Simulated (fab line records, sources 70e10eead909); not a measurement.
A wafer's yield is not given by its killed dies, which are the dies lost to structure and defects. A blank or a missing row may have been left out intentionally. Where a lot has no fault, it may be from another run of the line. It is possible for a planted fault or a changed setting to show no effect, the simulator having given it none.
Matching of chambers :: flow nand_harc :: rie_diel-01 running NHARC_A_STAIRCASE_DESCUM_219: 4 sister chambers
The step chemistry O2, time 3 s. 4 wafers are shown with their chamber, then 8 later ones without.

== EACH WAFER AND ITS CHAMBER ==
wafer: L082.6
chamber: 3
drypump_motor_current_A (A): 5.9

wafer: L086.4
chamber: 0
drypump_motor_current_A (A): 4.9

wafer: L086.5
chamber: 2
drypump_motor_current_A (A): 5.2

wafer: L091.2
chamber: 1
drypump_motor_current_A (A): 6.4

== WAFERS WHOSE CHAMBER IS MISSING ==
wafer: L091.5
drypump_motor_current_A (A): 6.4

wafer: L091.6
drypump_motor_current_A (A): 4.9

wafer: L092.2
drypump_motor_current_A (A): 6.4

wafer: L092.3
drypump_motor_current_A (A): 6.0

wafer: L092.4
drypump_motor_current_A (A): 4.9

wafer: L097.2
drypump_motor_current_A (A): 4.9

wafer: L097.4
drypump_motor_current_A (A): 6.4

wafer: L097.6
drypump_motor_current_A (A): 4.9

== THE CHAMBER EACH PASSED THROUGH ==
wafer: L091.5
from the rows above: 1
in truth: 1

wafer: L091.6
from the rows above: 0
in truth: 0

wafer: L092.2
from the rows above: 1
in truth: 1

wafer: L092.3
from the rows above: 3
in truth: 3

wafer: L092.4
from the rows above: 0
in truth: 0

wafer: L097.2
from the rows above: 0
in truth: 0

wafer: L097.4
from the rows above: 1
in truth: 1

wafer: L097.6
from the rows above: 0
in truth: 0
Correctly placed: 8 of 8. Can't be placed from these rows: 0. Placed wrongly: 0.
How it was worked out, from the rows above alone: a wafer's distance from a chamber is the root of the sum, over the readings, of the square of ((its reading less the chamber's mean) divided by the reading's scatter). The wafer belongs to the nearest chamber; if the next one is less than 2 further off, it can't be placed. Each chamber's mean is taken over the wafers shown for it. The scatter (one wafer shown for each chamber): square how far every hidden wafer sits from the nearest shown wafer, average those squares and take the square root.
